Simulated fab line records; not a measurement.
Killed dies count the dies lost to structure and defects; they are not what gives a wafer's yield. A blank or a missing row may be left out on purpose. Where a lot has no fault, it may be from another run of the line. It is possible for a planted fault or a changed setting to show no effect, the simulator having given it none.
A struck lot beside a sound one	flow n5Finfet	27 steps out of a route of 1938
Sound: the wafers L586.1, L586.5, L586.6. The struck wafers were L595.2, L595.4, L595.6. At the end, the cause is stated.
Per side, at each step with rows, come the tool, then ch with its chambers, and then its first start. Under that, the readings that differ: sound wafers	struck wafers	difference of the means	sigmas: that difference in standard deviations of wafers without a fault.
alike: a reading whose means differ by less than 2 such deviations, as well as words and numbers matching on both sides. not compared: withheld readings; readings where some wafer has no value; bounds like >300 that might hide an equal value; numbers whose values overlap and for which the record gives no deviation.
Wherever a step has rows on one side only, a row that says differs or no value, or a row with sigmas, the two part there. Numbers that have no deviation but don't overlap get no sigmas and don't part them. A reading missing from all wafers of one side parts the sides only when that side holds two or more wafers.

N5_BEOL_M14_SPUTTER_45: material Cu, target thk 100 nm, time 16.67 s.
  sound on pvdSputter-02 at day 11 02:07; struck on pvdSputter-03 at day 13 12:13
  alike: throttleValvePct
then, 1 step without rows for these wafers: N5_BEOL_M14_ECD_47 (material Cu, target thk 1248 nm).
N5_BEOL_M14_ANNEAL_48: time 90 s.
  sound on rtpAnneal-01 ch 0, day 11 02:25; struck on rtpAnneal-01 ch 0, day 13 12:39
  alike: annealTempC, wafer_temp_C_max
N5_BEOL_M14_CMP_49: polishes, stops on SiO2, t overpolish 5.2 s, target thk 560 nm.
  sound on cmp-02 ch 0,2,3, day 11 02:50; struck on cmp-03 ch 0,3, day 13 12:55
  alike: barrierFieldEndpointS, clearingPlatenRpm, motorCurrentA, overpolishRunS, retainingRingPressureFrac, slurryFlowMlMin, timeToEndpointS
N5_BEOL_M14_THK_MEAS_50: measures by xrf.
  sound on filmMetro-02 at day 11 03:01; struck on filmMetro-02 at day 13 13:12
  alike: M14_THK
then, 2 steps without rows for these wafers: N5_BEOL_M14_PRE_CLEAN_52 (time 15 s); N5_BEOL_M14_DEP_53 (deposits SiCN from 3MS/NH3, target thk 50 nm, time 17.8 s).
N5_BEOL_M14_RS_MEAS_54: a four-point-probe measurement.
  sound on filmMetro-02 at day 11 03:08; struck on filmMetro-02 at day 13 13:20
  alike: M14_RS
N5_BEOL_M14_INSPECT_55: inspects for defects (darkfield).
  sound on defectInspect-02 at day 11 03:10; struck on defectInspect-02 at day 13 13:22
  alike: rawDefectCount
then, 1 step without rows for these wafers: N5_BEOL_M15_ILD_DEP_00 (deposits SiO2 from TEOS/O2, target thk 1629.3 nm, time 346.1 s).
N5_BEOL_M15_THK_MEAS_01:
  sound on filmMetro-01 at day 11 03:27; struck on filmMetro-01 at day 13 13:38
  alike: M15_ILD_THK
then, 1 step without rows for these wafers: N5_BEOL_M15_COAT_58 (time 60 s, resist thk 89 nm).
N5_BEOL_M15_COAT_04: resist thk 800 nm.
  sound on lithoTrack-01 ch 0, day 11 03:29; struck on lithoTrack-01 ch 0, day 13 13:41
reading	sound	struck	difference	sigmas
spinSpeedRpm (rpm)	1704.4 1703.9 1703.8	2300.9 2303.0 2302.0	+597.9	+99 or more
model.coat_of_BEOL_M15_COAT_04.thkNm (nm)	796.8 798.2 798.2	693.4 691.8 692.4	-105.2	
then, 6 steps without rows for these wafers: N5_BEOL_M15_EBR_06; N5_BEOL_M15_SOFTBAKE_05 (time 60 s); N5_BEOL_M15_EXPOSE_07 (exposes mask V14); N5_BEOL_M15_PEB_08 (peb time 90 s); N5_BEOL_M15_DEVELOP_09 (develop time 45 s); N5_BEOL_M15_HARDBAKE_14 (time 120 s).
N5_BEOL_M15_CD_MEAS_10: the cd target is 360 nm.
  sound on cdSem-03 ch 0, day 11 03:45; struck on cdSem-01 ch 0, day 13 13:57
reading	sound	struck	difference	sigmas
cdNm (nm)	359.3 358.3 358.7	366.4 368.3 364.5	+7.6	+4
N5_BEOL_M15_OVL_MEAS_11:
  sound on overlay-01 ch 0, day 11 03:47; struck on overlay-02 ch 0, day 13 13:59
  alike: V14_OVL
N5_BEOL_M15_INSPECT_12: inspects for defects (macro).
  sound on defectInspect-01 at day 11 03:49; struck on defectInspect-01 at day 13 14:00
  alike: rawDefectCount
N5_BEOL_M15_DESCUM_15: chemistry O2, time 7.9 s.
  sound on rieDiel-03 ch 2,3, day 11 03:50; struck on rieDiel-03 ch 0,1,3, day 13 14:07
  alike: drypumpMotorCurrentA, oesProductAu, rfVppV, showerheadPlenumPTorr, throttleValvePct
  not compared: rfHoursCounterH
then, 1 step without rows for these wafers: N5_BEOL_M15_ETCH_59 (etches BARC in N2/H2, target depth 89 nm, overetch 26.7 nm, time 67.9 s).
N5_BEOL_M15_VIA_ETCH_16: etches SiO2 in C4F8/O2/Ar, target depth 1792.2 nm.
  sound on rieDiel-03 ch 2,3, day 11 03:56; struck on rieDiel-03 ch 0,1,3, day 13 14:12
reading	sound	struck	difference	sigmas
model.coat_of_BEOL_M15_COAT_04.thkNm (nm)	332.4 315.8 325.6	223.2 231 209.8	-103.3	
  alike: drypumpMotorCurrentA, oes_f_703_au, oesProductAu, rfVppV, showerheadPlenumPTorr, throttleValvePct
N5_BEOL_M15_STRIP_63: strips in O2.
  sound: rieDiel-03 ch 2,3; struck: rieDiel-03 ch 0,1,3
  alike: drypumpMotorCurrentA, oesProductAu, rfVppV, showerheadPlenumPTorr, throttleValvePct
  not compared: rfHoursCounterH
N5_PASSIVATION_PROBE_49:
  rows exist in the record for the sound wafers here (prober-01, day 12 00:04), none for the struck ones

== WHERE THEY PART ==
At N5_BEOL_M15_COAT_04 first; at N5_PASSIVATION_PROBE_49 last (within this record only).

WHY: what the simulator had put in
Drift in process parameters on lithoTrack-01 at N5_BEOL_M15_COAT_04, starting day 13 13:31. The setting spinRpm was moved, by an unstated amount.
